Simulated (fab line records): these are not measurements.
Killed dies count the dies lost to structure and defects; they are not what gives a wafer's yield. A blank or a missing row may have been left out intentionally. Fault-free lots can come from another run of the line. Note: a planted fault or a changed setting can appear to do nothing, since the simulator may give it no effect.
A lot that was struck, set against a sound lot    flow nand_harc    12 steps out of a route of 1302
Sound: the wafers L359.1, L359.4, L359.5. Struck: wafer L381.1 (L381.2, L381.5, from the same lot, were not struck and are left out); the cause is given at the end.
For every step that has rows: the tool of each side, followed by ch and its chambers, followed by its first start. Under that, the readings that differ: sound wafers    struck wafers    difference of the means    sigmas: that difference in standard deviations of wafers without a fault.
alike: a reading whose means differ by less than 2 such deviations, as well as words and numbers matching on both sides. not compared: withheld readings; readings where some wafer has no value; bounds like >300 that might hide an equal value; numbers whose values overlap and for which the record gives no deviation.
A row with sigmas, a row that says differs or no value, or rows on one side alone: a step with any of these is where the two part. Non-overlapping numbers with no deviation appear without sigmas and do not part them. Lack of a reading on every wafer of one side parts them only where that side has two or more wafers.

first, 1 step without rows for these wafers: NHARC_A_SLIT_SRD_20.
NHARC_A_SLIT_CD_MEAS_21:
  sound on cd_sem-03, day 20 14:32; struck on cd_sem-01, day 29 20:21
  alike: cd_nm
then, 3 steps without rows for these wafers: NHARC_A_SIN_REMOVE_WET_00 (chemistry H3PO4, time 15300 s); NHARC_A_SIN_REMOVE_PRECLEAN_01 (cleans in SC1); NHARC_A_SIN_REMOVE_SRD_02.
NHARC_A_SIN_REMOVE_INSPECT_04:
  sound on defect_inspect-01, day 20 20:05; struck on defect_inspect-02, day 30 02:53
  alike: raw_defect_count
NHARC_A_WL_FILL_ALD_00: deposits Al2O3, target thk 3 nm, pulse time 3 s, ald cycles 30.
  sound on ald_hk-04 ch 1,2, day 20 20:09; struck on ald_hk-04 ch 1, day 30 02:59
  alike: heater_power_w, precursor_pulse_height_rel
  not compared: since_wet_clean_h
NHARC_A_WL_FILL_RTA_01: time 5 s.
  sound on rtp_anneal-02 ch 0, day 20 20:36; struck on rtp_anneal-01 ch 0, day 30 03:13
reading             sound           struck  difference  sigmas
lamp_power_pct (%)  26.0 26.1 26.1  31.9    +5.8        +2
  alike: wafer_temp_C_max
NHARC_A_WL_FILL_ALD_02: deposits TiN, target thk 2 nm, pulse time 3 s, ald cycles 100.
  sound on ald_metal-01 ch 0,1,2, day 20 20:54; struck on ald_metal-04 ch 0, day 30 03:28
reading             sound         struck  difference  sigmas
heater_power_w (W)  1131 891 964  1267    +272        +3
  alike: precursor_pulse_height_rel
  not compared: since_wet_clean_h
NHARC_A_WL_FILL_CVD_03: deposits W, target thk 40 nm, time 279 s.
  sound on cvd_w-02 ch 0,1, day 20 21:16; struck on cvd_w-02 ch 1, day 30 03:52
  alike: chamber_pressure_Torr, heater_power_w, throttle_valve_pct
  not compared: since_wet_clean_h
NHARC_A_WL_FILL_ETCHBACK_04: etches the open film in NF3, target depth 60 nm, time 120 s.
  sound on rie_metal-02 ch 0,1, day 20 21:38; struck on rie_metal-01 ch 0, day 30 04:14
reading           sound              struck  difference  sigmas
run_length_s (s)  141.6 141.6 141.4  99.6    -41.9       -99 or more
  alike: drypump_motor_current_A, oes_product_au
  not compared: rf_hours_counter_h
NHARC_A_WL_FILL_ETCHBACK_05: etches the open film in Cl2/BCl3, target depth 22 nm, time 60 s.
  sound on rie_metal-02 ch 0,1, day 20 21:58; struck on rie_metal-01 ch 0, day 30 04:29
reading           sound           struck  difference  sigmas
run_length_s (s)  81.6 81.8 82.1  80.6    -1.2        -3
  alike: drypump_motor_current_A, oes_product_au
  not compared: rf_hours_counter_h

WHERE THEY PART
At NHARC_A_WL_FILL_RTA_01 first; at NHARC_A_WL_FILL_ETCHBACK_05 last (within this record only).

WHY: whatever the simulator had introduced
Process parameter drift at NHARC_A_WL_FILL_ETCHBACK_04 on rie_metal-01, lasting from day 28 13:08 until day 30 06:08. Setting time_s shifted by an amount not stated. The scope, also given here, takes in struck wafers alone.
